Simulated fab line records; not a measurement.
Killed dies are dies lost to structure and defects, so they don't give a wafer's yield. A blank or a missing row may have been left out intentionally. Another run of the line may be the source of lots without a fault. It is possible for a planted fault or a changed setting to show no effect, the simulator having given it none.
fab line records / flow n5Finfet / part 2 of 2: steps 5 to 6 of 6
record lots=20 wafers=60 lastDay=19
route steps=1938 shown SDB@369 HKMG_FIN@434 GATE_CUT@466
lots with no fault: from the same line, run without faults
startH: hours from the record's opening day to when the first of the lot's shown wafers began / waitH: how many hours have passed since the lot's step before this one / " as in the row above / L1.1+2: a single row standing in for several wafers / - no value present, or no start provided / * or withheld: withheld / < > ~ a bound
route shown NAME@n: NAME is a module with steps in the file, n the number in the route of the first one / usual: mean and standard deviation over wafers with no fault / same: alike in all rows / chamber/n: place in a boat / sites: each site's reading / _std_site: the values' standard deviation / _edge_site: mean of outer sites minus mean of inner sites / radiusMm: how far each site lies from the wafer's centre / mask NAME#n: copy n / behind: the last tool/chamber to shape the wafer / hold: the reason the lot was held/the length of the hold in hours/how it ended / device: which transistor (n, p or np) failed to switch / end of line: the tests these same wafers got at the end of their route / step lacking rows: just its recipe / killed: dies that structure and defects cost at the first sort, which is not the same as the wafer's yield / map: a wafer's dies, marking killed ones x, the rest . and places with no die _
set.NAME: setting as actually run; set.NAME@STEP: the setting as run at that earlier step / model.NAME: the simulator's own value behind a step, which no gauge read
route steps across a sampled set of lots; one table per step, one row per wafer
services: the hour from which a tool's chamber was out of use, counted from the record's first day as startH (under 0 if before that day), plus the number of hours and why
## steps
# step N5_HKMG_FIN_W_FILL_22
# recipe material=W targetThkA=600 tempC=400 pressureTorr=39.4 timeS=18.2
# usual heaterPowerW=834/94 throttleValvePct=18.9/0.6
lot.wafer=L074.2 tool=cvdW-01 chamber=0 startH=76.01 waitH=0.0 heaterPowerW=699 sinceWetCleanH=244 throttleValvePct=18.2
lot.wafer=L074.3 tool=cvdW-01 chamber=0 startH=76.01 waitH=0.0 heaterPowerW=699 sinceWetCleanH=- throttleValvePct=18.0
lot.wafer=L074.5 tool=cvdW-01 chamber=0 startH=76.01 waitH=0.0 heaterPowerW=681 sinceWetCleanH=- throttleValvePct=18.2
lot.wafer=L075.2 tool=cvdW-02 chamber=0 startH=83.51 waitH=0.0 heaterPowerW=854 sinceWetCleanH=766 throttleValvePct=17.9
lot.wafer=L075.4 tool=cvdW-02 chamber=1 startH=83.51 waitH=0.0 heaterPowerW=929 sinceWetCleanH=- throttleValvePct=19.6
lot.wafer=L075.6 tool=cvdW-02 chamber=0 startH=83.51 waitH=0.0 heaterPowerW=882 sinceWetCleanH=- throttleValvePct=18.1
lot.wafer=L076.1 tool=cvdW-02 chamber=0 startH=91.06 waitH=0.0 heaterPowerW=887 sinceWetCleanH=773 throttleValvePct=18.0
lot.wafer=L076.2 tool=cvdW-02 chamber=1 startH=91.06 waitH=0.0 heaterPowerW=988 sinceWetCleanH=773 throttleValvePct=19.8
lot.wafer=L076.5 tool=cvdW-02 chamber=1 startH=91.06 waitH=0.0 heaterPowerW=938 sinceWetCleanH=- throttleValvePct=19.5
lot.wafer=L077.2 tool=cvdW-02 chamber=0 startH=96.03 waitH=0.0 heaterPowerW=877 sinceWetCleanH=778 throttleValvePct=18.1
lot.wafer=L077.4 tool=cvdW-02 chamber=0 startH=96.03 waitH=0.0 heaterPowerW=872 sinceWetCleanH=- throttleValvePct=18.0
lot.wafer=L077.6 tool=cvdW-02 chamber=1 startH=96.03 waitH=0.0 heaterPowerW=938 sinceWetCleanH=- throttleValvePct=19.7
lot.wafer=L079.1 tool=cvdW-01 chamber=1 startH=110.57 waitH=0.0 heaterPowerW=867 sinceWetCleanH=279 throttleValvePct=19.1
lot.wafer=L079.2 tool=cvdW-01 chamber=0 startH=110.57 waitH=0.0 heaterPowerW=699 sinceWetCleanH=279 throttleValvePct=18.3
lot.wafer=L079.4 tool=cvdW-01 chamber=0 startH=110.57 waitH=0.0 heaterPowerW=685 sinceWetCleanH=- throttleValvePct=18.6
lot.wafer=L080.3 tool=cvdW-01 chamber=1 startH=114.89 waitH=0.0 heaterPowerW=864 sinceWetCleanH=- throttleValvePct=19.2
lot.wafer=L080.5 tool=cvdW-01 chamber=0 startH=114.89 waitH=0.0 heaterPowerW=699 sinceWetCleanH=- throttleValvePct=18.7
lot.wafer=L080.6 tool=cvdW-01 chamber=1 startH=114.89 waitH=0.0 heaterPowerW=846 sinceWetCleanH=- throttleValvePct=19.5
lot.wafer=L081.2 tool=cvdW-01 chamber=1 startH=120.69 waitH=0.0 heaterPowerW=870 sinceWetCleanH=289 throttleValvePct=19.5
lot.wafer=L081.3 tool=cvdW-01 chamber=0 startH=120.69 waitH=0.0 heaterPowerW=681 sinceWetCleanH=- throttleValvePct=18.4
lot.wafer=L081.5 tool=cvdW-01 chamber=0 startH=120.69 waitH=0.0 heaterPowerW=700 sinceWetCleanH=- throttleValvePct=18.7
lot.wafer=L082.1 tool=cvdW-02 chamber=0 startH=126.75 waitH=0.0 heaterPowerW=867 sinceWetCleanH=809 throttleValvePct=18.1
lot.wafer=L082.3 tool=cvdW-02 chamber=0 startH=126.75 waitH=0.0 heaterPowerW=887 sinceWetCleanH=- throttleValvePct=18.0
lot.wafer=L082.4 tool=cvdW-02 chamber=1 startH=126.75 waitH=0.0 heaterPowerW=947 sinceWetCleanH=- throttleValvePct=19.6
lot.wafer=L084.2 tool=cvdW-02 chamber=1 startH=136.46 waitH=0.0 heaterPowerW=901 sinceWetCleanH=818 throttleValvePct=19.6
lot.wafer=L084.4 tool=cvdW-02 chamber=1 startH=136.46 waitH=0.0 heaterPowerW=937 sinceWetCleanH=- throttleValvePct=19.5
lot.wafer=L084.6 tool=cvdW-02 chamber=0 startH=136.46 waitH=0.0 heaterPowerW=887 sinceWetCleanH=- throttleValvePct=18.0
lot.wafer=L085.1 tool=cvdW-01 chamber=0 startH=148.92 waitH=0.0 heaterPowerW=706 sinceWetCleanH=317 throttleValvePct=18.9
lot.wafer=L085.4 tool=cvdW-01 chamber=0 startH=148.92 waitH=0.0 heaterPowerW=708 sinceWetCleanH=- throttleValvePct=18.4
lot.wafer=L085.5 tool=cvdW-01 chamber=0 startH=148.92 waitH=0.0 heaterPowerW=684 sinceWetCleanH=- throttleValvePct=18.5
lot.wafer=L087.1 tool=cvdW-02 chamber=1 startH=159.31 waitH=0.0 heaterPowerW=940 sinceWetCleanH=841 throttleValvePct=19.4
lot.wafer=L087.2 tool=cvdW-02 chamber=0 startH=159.31 waitH=0.0 heaterPowerW=880 sinceWetCleanH=841 throttleValvePct=18.2
lot.wafer=L087.5 tool=cvdW-02 chamber=0 startH=159.31 waitH=0.0 heaterPowerW=884 sinceWetCleanH=- throttleValvePct=18.0
lot.wafer=L088.2 tool=cvdW-01 chamber=0 startH=162.42 waitH=0.0 heaterPowerW=700 sinceWetCleanH=330 throttleValvePct=18.4
lot.wafer=L088.3 tool=cvdW-01 chamber=0 startH=162.42 waitH=0.0 heaterPowerW=698 sinceWetCleanH=- throttleValvePct=18.6
lot.wafer=L088.5 tool=cvdW-01 chamber=0 startH=162.42 waitH=0.0 heaterPowerW=682 sinceWetCleanH=- throttleValvePct=18.5
lot.wafer=L089.2 tool=cvdW-02 chamber=1 startH=169.70 waitH=0.0 heaterPowerW=943 sinceWetCleanH=852 throttleValvePct=19.8
lot.wafer=L089.3 tool=cvdW-02 chamber=0 startH=169.70 waitH=0.0 heaterPowerW=880 sinceWetCleanH=- throttleValvePct=18.2
lot.wafer=L089.4 tool=cvdW-02 chamber=1 startH=169.70 waitH=0.0 heaterPowerW=934 sinceWetCleanH=- throttleValvePct=19.8
lot.wafer=L090.1 tool=cvdW-02 chamber=0 startH=175.93 waitH=0.0 heaterPowerW=855 sinceWetCleanH=858 throttleValvePct=18.3
lot.wafer=L090.3 tool=cvdW-02 chamber=1 startH=175.93 waitH=0.0 heaterPowerW=966 sinceWetCleanH=- throttleValvePct=19.8
lot.wafer=L090.6 tool=cvdW-02 chamber=0 startH=175.93 waitH=0.0 heaterPowerW=858 sinceWetCleanH=- throttleValvePct=18.2
lot.wafer=L091.2 tool=cvdW-02 chamber=0 startH=184.27 waitH=0.1 heaterPowerW=872 sinceWetCleanH=- throttleValvePct=18.4
lot.wafer=L091.5 tool=cvdW-02 chamber=0 startH=184.27 waitH=0.1 heaterPowerW=891 sinceWetCleanH=- throttleValvePct=18.4
lot.wafer=L091.6 tool=cvdW-02 chamber=0 startH=184.27 waitH=0.1 heaterPowerW=886 sinceWetCleanH=- throttleValvePct=18.3
lot.wafer=L092.1 tool=cvdW-01 chamber=1 startH=186.47 waitH=0.0 heaterPowerW=879 sinceWetCleanH=354 throttleValvePct=19.4
lot.wafer=L092.5 tool=cvdW-01 chamber=1 startH=186.47 waitH=0.0 heaterPowerW=877 sinceWetCleanH=- throttleValvePct=19.2
lot.wafer=L092.6 tool=cvdW-01 chamber=0 startH=186.47 waitH=0.0 heaterPowerW=703 sinceWetCleanH=- throttleValvePct=18.2
lot.wafer=L093.2 tool=cvdW-01 chamber=0 startH=193.90 waitH=0.0 heaterPowerW=692 sinceWetCleanH=362 throttleValvePct=18.5
lot.wafer=L093.4 tool=cvdW-01 chamber=0 startH=193.90 waitH=0.0 heaterPowerW=713 sinceWetCleanH=- throttleValvePct=18.7
lot.wafer=L093.6 tool=cvdW-01 chamber=0 startH=193.90 waitH=0.0 heaterPowerW=672 sinceWetCleanH=- throttleValvePct=18.8
lot.wafer=L094.2 tool=cvdW-01 chamber=1 startH=199.59 waitH=0.0 heaterPowerW=868 sinceWetCleanH=368 throttleValvePct=19.4
lot.wafer=L094.5 tool=cvdW-01 chamber=0 startH=199.59 waitH=0.0 heaterPowerW=703 sinceWetCleanH=- throttleValvePct=18.4
lot.wafer=L094.6 tool=cvdW-01 chamber=1 startH=199.59 waitH=0.0 heaterPowerW=866 sinceWetCleanH=- throttleValvePct=19.6
lot.wafer=L095.2 tool=cvdW-01 chamber=0 startH=206.83 waitH=0.0 heaterPowerW=711 sinceWetCleanH=375 throttleValvePct=18.8
lot.wafer=L095.5 tool=cvdW-01 chamber=1 startH=206.83 waitH=0.0 heaterPowerW=881 sinceWetCleanH=- throttleValvePct=19.8
lot.wafer=L095.6 tool=cvdW-01 chamber=0 startH=206.83 waitH=0.0 heaterPowerW=696 sinceWetCleanH=- throttleValvePct=18.6
lot.wafer=L097.2 tool=cvdW-01 chamber=1 startH=216.44 waitH=0.0 heaterPowerW=852 sinceWetCleanH=384 throttleValvePct=19.4
lot.wafer=L097.3 tool=cvdW-01 chamber=0 startH=216.44 waitH=0.0 heaterPowerW=711 sinceWetCleanH=- throttleValvePct=18.8
lot.wafer=L097.5 tool=cvdW-01 chamber=1 startH=216.44 waitH=0.0 heaterPowerW=865 sinceWetCleanH=- throttleValvePct=19.2
# step N5_GATE_CUT_ETCH_56
# recipe chemistry=Cl2/Ar target=TiN targetDepthA=216 pressureMtorr=10 icpW=600 biasW=60 Cl2_flow_sccm=40 Ar_flow_sccm=60
# usual biasW=59.97/0.17 drypumpMotorCurrentA=5.5/0.35 heBacksideLeakSccm=3.4/0.3 mfcArSccm=60.01/0.17 oesProductAu=0.71/0.11 throttleValvePct=20.83/0.18
lot.wafer=L074.2 tool=rieMetal-02 chamber=0 startH=76.98 waitH=0.1 biasW=60.11 drypumpMotorCurrentA=5.3 heBacksideLeakSccm=3.5 mfcArSccm=60.12 oesProductAu=0.66 rfHoursCounterH=99 throttleValvePct=20.67
lot.wafer=L074.3 tool=rieMetal-02 chamber=0 startH=76.98 waitH=0.1 biasW=60.23 drypumpMotorCurrentA=5.3 heBacksideLeakSccm=3.5 mfcArSccm=60.19 oesProductAu=0.66 rfHoursCounterH=- throttleValvePct=20.69
lot.wafer=L074.5 tool=rieMetal-02 chamber=1 startH=76.98 waitH=0.1 biasW=59.85 drypumpMotorCurrentA=5.8 heBacksideLeakSccm=3.7 mfcArSccm=60.23 oesProductAu=0.65 rfHoursCounterH=- throttleValvePct=20.87
lot.wafer=L075.2 tool=rieMetal-03 chamber=0 startH=84.49 waitH=0.1 biasW=59.91 drypumpMotorCurrentA=5.3 heBacksideLeakSccm=3.7 mfcArSccm=60.06 oesProductAu=0.63 rfHoursCounterH=129 throttleValvePct=21.07
lot.wafer=L075.4 tool=rieMetal-03 chamber=0 startH=84.49 waitH=0.1 biasW=59.78 drypumpMotorCurrentA=5.3 heBacksideLeakSccm=3.8 mfcArSccm=60.23 oesProductAu=0.62 rfHoursCounterH=- throttleValvePct=21.08
lot.wafer=L075.6 tool=rieMetal-03 chamber=0 startH=84.49 waitH=0.1 biasW=60.03 drypumpMotorCurrentA=5.3 heBacksideLeakSccm=3.5 mfcArSccm=60.19 oesProductAu=0.62 rfHoursCounterH=- throttleValvePct=21.09
lot.wafer=L076.1 tool=rieMetal-02 chamber=1 startH=92.03 waitH=0.1 biasW=59.92 drypumpMotorCurrentA=5.8 heBacksideLeakSccm=3.5 mfcArSccm=60.09 oesProductAu=0.64 rfHoursCounterH=113 throttleValvePct=20.86
lot.wafer=L076.2 tool=rieMetal-02 chamber=0 startH=92.03 waitH=0.1 biasW=60.19 drypumpMotorCurrentA=5.3 heBacksideLeakSccm=3.4 mfcArSccm=59.96 oesProductAu=0.65 rfHoursCounterH=100 throttleValvePct=20.67
lot.wafer=L076.5 tool=rieMetal-02 chamber=1 startH=92.03 waitH=0.1 biasW=59.93 drypumpMotorCurrentA=5.8 heBacksideLeakSccm=3.7 mfcArSccm=60.23 oesProductAu=0.64 rfHoursCounterH=- throttleValvePct=20.85
lot.wafer=L077.2 tool=rieMetal-01 chamber=1 startH=97.00 waitH=0.1 biasW=59.81 drypumpMotorCurrentA=6.1 heBacksideLeakSccm=3.3 mfcArSccm=59.97 oesProductAu=0.69 rfHoursCounterH=77 throttleValvePct=20.83
lot.wafer=L077.4 tool=rieMetal-01 chamber=0 startH=97.00 waitH=0.1 biasW=59.84 drypumpMotorCurrentA=5.1 heBacksideLeakSccm=3.7 mfcArSccm=59.82 oesProductAu=0.69 rfHoursCounterH=- throttleValvePct=21.10
lot.wafer=L077.6 tool=rieMetal-01 chamber=1 startH=97.00 waitH=0.1 biasW=60.01 drypumpMotorCurrentA=6.1 heBacksideLeakSccm=3.1 mfcArSccm=59.95 oesProductAu=0.69 rfHoursCounterH=- throttleValvePct=20.82
lot.wafer=L079.1 tool=rieMetal-03 chamber=0 startH=111.54 waitH=0.1 biasW=59.90 drypumpMotorCurrentA=5.4 heBacksideLeakSccm=3.6 mfcArSccm=59.73 oesProductAu=0.62 rfHoursCounterH=132 throttleValvePct=21.08
lot.wafer=L079.2 tool=rieMetal-03 chamber=1 startH=111.54 waitH=0.1 biasW=60.24 drypumpMotorCurrentA=5.2 heBacksideLeakSccm=3.2 mfcArSccm=60.21 oesProductAu=0.91 rfHoursCounterH=8 throttleValvePct=20.56
lot.wafer=L079.4 tool=rieMetal-03 chamber=0 startH=111.54 waitH=0.1 biasW=60.19 drypumpMotorCurrentA=5.3 heBacksideLeakSccm=3.6 mfcArSccm=59.77 oesProductAu=0.62 rfHoursCounterH=- throttleValvePct=21.06
lot.wafer=L080.3 tool=rieMetal-02 chamber=1 startH=115.88 waitH=0.1 biasW=60.14 drypumpMotorCurrentA=5.8 heBacksideLeakSccm=5.3 mfcArSccm=60.18 oesProductAu=0.64 rfHoursCounterH=- throttleValvePct=20.86
lot.wafer=L080.5 tool=rieMetal-02 chamber=1 startH=115.88 waitH=0.1 biasW=60.04 drypumpMotorCurrentA=5.8 heBacksideLeakSccm=3.5 mfcArSccm=59.81 oesProductAu=0.64 rfHoursCounterH=- throttleValvePct=20.85
lot.wafer=L080.6 tool=rieMetal-02 chamber=0 startH=115.88 waitH=0.1 biasW=60.13 drypumpMotorCurrentA=5.3 heBacksideLeakSccm=3.4 mfcArSccm=59.92 oesProductAu=0.66 rfHoursCounterH=- throttleValvePct=20.69
lot.wafer=L081.2 tool=rieMetal-02 chamber=0 startH=121.67 waitH=0.1 biasW=59.70 drypumpMotorCurrentA=5.3 heBacksideLeakSccm=3.5 mfcArSccm=59.86 oesProductAu=0.66 rfHoursCounterH=102 throttleValvePct=20.69
lot.wafer=L081.3 tool=rieMetal-02 chamber=0 startH=121.67 waitH=0.1 biasW=60.07 drypumpMotorCurrentA=5.3 heBacksideLeakSccm=3.4 mfcArSccm=59.79 oesProductAu=0.66 rfHoursCounterH=- throttleValvePct=20.67
lot.wafer=L081.5 tool=rieMetal-02 chamber=0 startH=121.67 waitH=0.1 biasW=59.95 drypumpMotorCurrentA=5.3 heBacksideLeakSccm=3.3 mfcArSccm=59.98 oesProductAu=0.66 rfHoursCounterH=- throttleValvePct=20.67
lot.wafer=L082.1 tool=rieMetal-03 chamber=1 startH=128.25 waitH=0.1 biasW=60.10 drypumpMotorCurrentA=5.2 heBacksideLeakSccm=3.1 mfcArSccm=60.03 oesProductAu=0.90 rfHoursCounterH=10 throttleValvePct=20.56
lot.wafer=L082.3 tool=rieMetal-03 chamber=1 startH=128.25 waitH=0.1 biasW=60.13 drypumpMotorCurrentA=5.2 heBacksideLeakSccm=3.2 mfcArSccm=59.75 oesProductAu=0.91 rfHoursCounterH=- throttleValvePct=20.57
lot.wafer=L082.4 tool=rieMetal-03 chamber=0 startH=128.25 waitH=0.1 biasW=60.15 drypumpMotorCurrentA=5.4 heBacksideLeakSccm=3.6 mfcArSccm=59.96 oesProductAu=0.61 rfHoursCounterH=- throttleValvePct=21.08
lot.wafer=L084.2 tool=rieMetal-01 chamber=1 startH=137.44 waitH=0.1 biasW=60.04 drypumpMotorCurrentA=6.1 heBacksideLeakSccm=3.2 mfcArSccm=60.10 oesProductAu=0.68 rfHoursCounterH=81 throttleValvePct=20.83
lot.wafer=L084.4 tool=rieMetal-01 chamber=0 startH=137.44 waitH=0.1 biasW=59.85 drypumpMotorCurrentA=5.1 heBacksideLeakSccm=3.8 mfcArSccm=59.94 oesProductAu=0.69 rfHoursCounterH=- throttleValvePct=21.09
lot.wafer=L084.6 tool=rieMetal-01 chamber=0 startH=137.44 waitH=0.1 biasW=59.98 drypumpMotorCurrentA=5.1 heBacksideLeakSccm=3.7 mfcArSccm=60.31 oesProductAu=0.69 rfHoursCounterH=- throttleValvePct=21.10
lot.wafer=L085.1 tool=rieMetal-01 chamber=0 startH=149.90 waitH=0.1 biasW=59.81 drypumpMotorCurrentA=5.1 heBacksideLeakSccm=3.5 mfcArSccm=59.75 oesProductAu=0.68 rfHoursCounterH=85 throttleValvePct=21.10
lot.wafer=L085.4 tool=rieMetal-01 chamber=1 startH=149.90 waitH=0.1 biasW=60.01 drypumpMotorCurrentA=6.1 heBacksideLeakSccm=3.0 mfcArSccm=60.05 oesProductAu=0.69 rfHoursCounterH=- throttleValvePct=20.85
lot.wafer=L085.5 tool=rieMetal-01 chamber=1 startH=149.90 waitH=0.1 biasW=59.82 drypumpMotorCurrentA=6.1 heBacksideLeakSccm=3.0 mfcArSccm=59.87 oesProductAu=0.68 rfHoursCounterH=- throttleValvePct=20.84
lot.wafer=L087.1 tool=rieMetal-01 chamber=1 startH=160.29 waitH=0.1 biasW=60.01 drypumpMotorCurrentA=6.1 heBacksideLeakSccm=3.1 mfcArSccm=59.88 oesProductAu=0.68 rfHoursCounterH=83 throttleValvePct=20.84
lot.wafer=L087.2 tool=rieMetal-01 chamber=0 startH=160.29 waitH=0.1 biasW=59.88 drypumpMotorCurrentA=5.1 heBacksideLeakSccm=3.7 mfcArSccm=60.37 oesProductAu=0.68 rfHoursCounterH=86 throttleValvePct=21.11
lot.wafer=L087.5 tool=rieMetal-01 chamber=0 startH=160.29 waitH=0.1 biasW=59.75 drypumpMotorCurrentA=5.1 heBacksideLeakSccm=3.7 mfcArSccm=59.90 oesProductAu=0.69 rfHoursCounterH=- throttleValvePct=21.09
lot.wafer=L088.2 tool=rieMetal-01 chamber=0 startH=163.40 waitH=0.1 biasW=59.97 drypumpMotorCurrentA=5.1 heBacksideLeakSccm=3.8 mfcArSccm=60.50 oesProductAu=0.68 rfHoursCounterH=86 throttleValvePct=21.12
lot.wafer=L088.3 tool=rieMetal-01 chamber=1 startH=163.40 waitH=0.1 biasW=59.73 drypumpMotorCurrentA=6.1 heBacksideLeakSccm=3.4 mfcArSccm=59.89 oesProductAu=0.68 rfHoursCounterH=- throttleValvePct=20.84
lot.wafer=L088.5 tool=rieMetal-01 chamber=0 startH=163.40 waitH=0.1 biasW=59.90 drypumpMotorCurrentA=5.1 heBacksideLeakSccm=3.9 mfcArSccm=60.24 oesProductAu=0.67 rfHoursCounterH=- throttleValvePct=21.12
lot.wafer=L089.2 tool=rieMetal-01 chamber=1 startH=170.71 waitH=0.1 biasW=59.88 drypumpMotorCurrentA=6.1 heBacksideLeakSccm=3.2 mfcArSccm=59.98 oesProductAu=0.67 rfHoursCounterH=84 throttleValvePct=20.85
lot.wafer=L089.3 tool=rieMetal-01 chamber=0 startH=170.71 waitH=0.1 biasW=59.99 drypumpMotorCurrentA=5.1 heBacksideLeakSccm=3.7 mfcArSccm=59.74 oesProductAu=0.67 rfHoursCounterH=- throttleValvePct=21.10
lot.wafer=L089.4 tool=rieMetal-01 chamber=1 startH=170.71 waitH=0.1 biasW=59.58 drypumpMotorCurrentA=6.1 heBacksideLeakSccm=3.1 mfcArSccm=60.27 oesProductAu=0.67 rfHoursCounterH=- throttleValvePct=20.87
lot.wafer=L090.1 tool=rieMetal-02 chamber=1 startH=176.91 waitH=0.1 biasW=59.92 drypumpMotorCurrentA=5.8 heBacksideLeakSccm=3.6 mfcArSccm=60.23 oesProductAu=0.63 rfHoursCounterH=119 throttleValvePct=20.88
lot.wafer=L090.3 tool=rieMetal-02 chamber=1 startH=176.91 waitH=0.1 biasW=59.90 drypumpMotorCurrentA=5.8 heBacksideLeakSccm=3.4 mfcArSccm=60.00 oesProductAu=0.62 rfHoursCounterH=- throttleValvePct=20.88
lot.wafer=L090.6 tool=rieMetal-02 chamber=1 startH=176.91 waitH=0.1 biasW=59.86 drypumpMotorCurrentA=5.8 heBacksideLeakSccm=3.3 mfcArSccm=60.14 oesProductAu=0.63 rfHoursCounterH=- throttleValvePct=20.88
lot.wafer=L091.2 tool=rieMetal-03 chamber=1 startH=185.42 waitH=0.2 biasW=59.80 drypumpMotorCurrentA=5.2 heBacksideLeakSccm=3.1 mfcArSccm=59.91 oesProductAu=0.87 rfHoursCounterH=- throttleValvePct=20.59
lot.wafer=L091.5 tool=rieMetal-03 chamber=1 startH=185.42 waitH=0.2 biasW=59.86 drypumpMotorCurrentA=5.2 heBacksideLeakSccm=3.1 mfcArSccm=60.03 oesProductAu=0.87 rfHoursCounterH=- throttleValvePct=20.58
lot.wafer=L091.6 tool=rieMetal-03 chamber=1 startH=185.42 waitH=0.2 biasW=59.93 drypumpMotorCurrentA=5.2 heBacksideLeakSccm=3.0 mfcArSccm=59.84 oesProductAu=0.88 rfHoursCounterH=- throttleValvePct=20.58
lot.wafer=L092.1 tool=rieMetal-02 chamber=0 startH=187.45 waitH=0.1 biasW=60.08 drypumpMotorCurrentA=5.3 heBacksideLeakSccm=3.4 mfcArSccm=59.85 oesProductAu=0.66 rfHoursCounterH=107 throttleValvePct=20.70
lot.wafer=L092.5 tool=rieMetal-02 chamber=0 startH=187.45 waitH=0.1 biasW=60.04 drypumpMotorCurrentA=5.3 heBacksideLeakSccm=3.5 mfcArSccm=60.16 oesProductAu=0.65 rfHoursCounterH=- throttleValvePct=20.67
lot.wafer=L092.6 tool=rieMetal-02 chamber=1 startH=187.45 waitH=0.1 biasW=60.26 drypumpMotorCurrentA=5.8 heBacksideLeakSccm=3.7 mfcArSccm=59.80 oesProductAu=0.64 rfHoursCounterH=- throttleValvePct=20.88
lot.wafer=L093.2 tool=rieMetal-02 chamber=0 startH=195.10 waitH=0.1 biasW=59.95 drypumpMotorCurrentA=5.3 heBacksideLeakSccm=3.5 mfcArSccm=60.09 oesProductAu=0.64 rfHoursCounterH=108 throttleValvePct=20.69
lot.wafer=L093.4 tool=rieMetal-02 chamber=1 startH=195.10 waitH=0.1 biasW=59.71 drypumpMotorCurrentA=5.8 heBacksideLeakSccm=3.7 mfcArSccm=60.13 oesProductAu=0.63 rfHoursCounterH=- throttleValvePct=20.87
lot.wafer=L093.6 tool=rieMetal-02 chamber=0 startH=195.10 waitH=0.1 biasW=59.97 drypumpMotorCurrentA=5.3 heBacksideLeakSccm=3.5 mfcArSccm=59.85 oesProductAu=0.64 rfHoursCounterH=- throttleValvePct=20.68
lot.wafer=L094.2 tool=rieMetal-02 chamber=0 startH=200.57 waitH=0.1 biasW=60.05 drypumpMotorCurrentA=5.3 heBacksideLeakSccm=3.4 mfcArSccm=59.76 oesProductAu=0.65 rfHoursCounterH=108 throttleValvePct=20.71
lot.wafer=L094.5 tool=rieMetal-02 chamber=0 startH=200.57 waitH=0.1 biasW=59.99 drypumpMotorCurrentA=5.3 heBacksideLeakSccm=3.4 mfcArSccm=59.78 oesProductAu=0.65 rfHoursCounterH=- throttleValvePct=20.69
lot.wafer=L094.6 tool=rieMetal-02 chamber=1 startH=200.57 waitH=0.1 biasW=60.09 drypumpMotorCurrentA=5.8 heBacksideLeakSccm=3.7 mfcArSccm=59.90 oesProductAu=0.63 rfHoursCounterH=- throttleValvePct=20.89
lot.wafer=L095.2 tool=rieMetal-02 chamber=0 startH=207.82 waitH=0.1 biasW=60.00 drypumpMotorCurrentA=5.3 heBacksideLeakSccm=3.5 mfcArSccm=59.69 oesProductAu=0.64 rfHoursCounterH=109 throttleValvePct=20.71
lot.wafer=L095.5 tool=rieMetal-02 chamber=0 startH=207.82 waitH=0.1 biasW=60.27 drypumpMotorCurrentA=5.3 heBacksideLeakSccm=3.5 mfcArSccm=59.85 oesProductAu=0.64 rfHoursCounterH=- throttleValvePct=20.70
lot.wafer=L095.6 tool=rieMetal-02 chamber=1 startH=207.82 waitH=0.1 biasW=60.05 drypumpMotorCurrentA=5.8 heBacksideLeakSccm=3.7 mfcArSccm=60.14 oesProductAu=0.63 rfHoursCounterH=- throttleValvePct=20.90
lot.wafer=L097.2 tool=rieMetal-03 chamber=1 startH=217.41 waitH=0.1 biasW=59.92 drypumpMotorCurrentA=5.2 heBacksideLeakSccm=3.1 mfcArSccm=59.93 oesProductAu=0.85 rfHoursCounterH=19 throttleValvePct=20.58
lot.wafer=L097.3 tool=rieMetal-03 chamber=1 startH=217.41 waitH=0.1 biasW=60.27 drypumpMotorCurrentA=5.2 heBacksideLeakSccm=3.1 mfcArSccm=59.97 oesProductAu=0.86 rfHoursCounterH=- throttleValvePct=20.59
lot.wafer=L097.5 tool=rieMetal-03 chamber=0 startH=217.41 waitH=0.1 biasW=59.83 drypumpMotorCurrentA=5.3 heBacksideLeakSccm=3.5 mfcArSccm=59.98 oesProductAu=0.97 rfHoursCounterH=- throttleValvePct=20.88
## services
tool=rieDiel-03 chamber=1 startH=48.64 hours=15.8 kind=repair
tool=rieMetal-01 chamber=- startH=62.67 hours=1.4 kind=pm
tool=rieSi-05 chamber=- startH=64.55 hours=15.6 kind=pm
tool=aldSin-01 chamber=2 startH=75.89 hours=7.2 kind=repair
tool=aldSin-02 chamber=2 startH=82.74 hours=2.1 kind=repair
tool=rieSi-06 chamber=- startH=83.31 hours=4.3 kind=pm
tool=aldSin-04 chamber=- startH=87.09 hours=14.0 kind=pm
tool=rieDiel-03 chamber=- startH=99.11 hours=2.8 kind=pm
tool=aldSin-01 chamber=3 startH=111.50 hours=1.7 kind=repair
tool=rieMetal-01 chamber=- startH=113.53 hours=1.1 kind=repair
tool=aldSin-01 chamber=3 startH=118.03 hours=6.7 kind=repair
tool=rieDiel-02 chamber=3 startH=127.94 hours=2.0 kind=repair
tool=rieMetal-01 chamber=0 startH=154.55 hours=3.4 kind=repair
tool=cvdW-02 chamber=- startH=161.75 hours=1.3 kind=repair
tool=aldSin-01 chamber=- startH=177.36 hours=14.0 kind=pm
tool=cvdW-02 chamber=1 startH=181.22 hours=8.2 kind=repair
tool=rieSi-06 chamber=1 startH=181.84 hours=9.3 kind=repair
tool=aldSin-01 chamber=- startH=191.36 hours=6.1 kind=pm
tool=rieDiel-05 chamber=3 startH=191.40 hours=1.4 kind=repair
tool=cvdW-02 chamber=0 startH=199.57 hours=6.2 kind=repair
tool=aldSin-04 chamber=2 startH=205.60 hours=7.8 kind=repair
tool=rieMetal-02 chamber=- startH=213.88 hours=0.3 kind=repair
tool=rieMetal-02 chamber=1 startH=215.29 hours=- kind=clean
tool=rieMetal-02 chamber=1 startH=215.29 hours=17.7 kind=scheduledDown
